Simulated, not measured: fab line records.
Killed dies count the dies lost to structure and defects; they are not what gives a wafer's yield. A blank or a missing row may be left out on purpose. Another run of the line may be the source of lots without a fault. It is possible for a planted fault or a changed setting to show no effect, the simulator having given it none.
A lot that was struck, set against a sound lot | flow n5 finfet | 15 steps out of a route of 1938
Sound: the wafers L278.1, L278.2, L278.6. Struck: wafer L295.2 (L295.3, L295.6, from the same lot, were not struck and are left out); the cause is given at the end.
Each step with rows lists, per side, the tool, then ch with its chambers, then its first start. Under that, the readings that differ: sound wafers | struck wafers | difference of the means | sigmas: that difference in standard deviations of wafers without a fault.
alike: a reading whose means differ by less than 2 such deviations, as well as words and numbers matching on both sides. not compared: withheld readings; readings where some wafer has no value; bounds like >300 that might hide an equal value; numbers whose values overlap and for which the record gives no deviation.
A row with sigmas, a row that says differs or no value, or rows on one side alone: a step with any of these is where the two part. Numbers that don't overlap but have no deviation are shown without sigmas and don't part them. A reading that every wafer of one side lacks parts them only if that side has two wafers or more.

N5_BEOL_M11_TRENCH_ETCH_37: etches SiCOH lowk in C4F6/O2, target depth 148.83 nm, time 48 s.
  sound on rie diel-04 ch 0,1; struck on rie diel-04 ch 2
  alike: C4F6_flow_sccm, bias w, drypump motor current A, oes_ar_750_au, oes product au, rf vpp V, showerhead plenum p Torr, throttle valve pct
  not compared: rf hours counter h
then, 1 step without rows for these wafers: N5_BEOL_M11_ETCH_41 (etches SiCN in CH3F/O2, target depth 42.6 nm, time 86 s).
N5_BEOL_M11_STRIP_77: strips in N2/H2, time 10 s.
  sound on rie diel-04 ch 0,1; struck on rie diel-04 ch 2
  reading      | sound          | struck | difference | sigmas
  rf vpp V (V) | 59.3 58.9 61.2 | 56.5   | -3.3       | -4
  alike: drypump motor current A, oes product au, showerhead plenum p Torr, throttle valve pct
  not compared: rf hours counter h
N5_BEOL_M11_OCD_MEAS_38:
  struck on ocd-01, day 15 23:13; sound on ocd-01, day 12 03:22
  alike: trench depth nm
then, 4 steps without rows for these wafers: N5_BEOL_M11_HM_STRIP_39 (strips TiN in peroxide tin strip, target depth 25 nm, time 158 s); N5_BEOL_M11_SRD_40 (time 30 s); N5_BEOL_M11_PRECLEAN_42 (cleans in residue remover, time 60 s); N5_BEOL_M11_SRD_43 (time 30 s).
N5_BEOL_M11_CD_MEAS_35: target cd 70 nm.
  struck on cd sem-01, day 15 23:22; sound on cd sem-03, day 12 03:32
  alike: cd nm
N5_BEOL_M11_CURE_72: cures SiCOH lowk, time 120 s.
  sound on uv cure-02 ch 0, day 12 03:56; struck on uv cure-03 ch 0, day 15 23:28
  alike: lamp power pct, wafer_temp_C_max
then, 1 step without rows for these wafers: N5_BEOL_M11_DEGAS_44 (time 60 s).
N5_BEOL_M11_PRE_CLEAN_45: time 30 s.
  struck on pvd sputter-03, day 15 23:50; sound on pvd sputter-01, day 12 04:17
  reading            | sound       | struck | difference | sigmas
  heater power w (W) | 262 313 321 | 373    | +74        | +2
N5_BEOL_M11_ALD_74: deposits TaN, target thk 2 nm, pulse time 2 s, purge time 3 s.
  sound on ald metal-03 ch 0,3, day 12 04:23; struck on ald metal-03 ch 0, day 15 23:54
  reading                               | sound             | struck | difference | sigmas
  ald cycles                            | 40 40 40          | 38     | -2         |
  precursor vessel pressure torr (Torr) | 26.22 26.20 26.21 | 26.33  | +0.12      | +2
  alike: heater power outer w, heater power w
N5_BEOL_M11_SURFACE_TREAT_76:
  struck on pvd sputter-02, day 16 00:12; sound on pvd sputter-03, day 12 04:44
  not compared: throttle valve pct
-- record jumps: 2 days separate the struck wafers' starts on either side; left off in module BEOL_M11, taken up again in module PASSIVATION, whose first shown step is the route's number 1936 --
N5_PASSIVATION_PROBE_49:
  record: rows for the struck wafers here (prober-01, day 18 02:17), none for the sound ones

## WHERE THEY PART
Last at N5_PASSIVATION_PROBE_49 as far as this record goes, first at N5_BEOL_M11_STRIP_77.

WHY: what had been put in by the simulator
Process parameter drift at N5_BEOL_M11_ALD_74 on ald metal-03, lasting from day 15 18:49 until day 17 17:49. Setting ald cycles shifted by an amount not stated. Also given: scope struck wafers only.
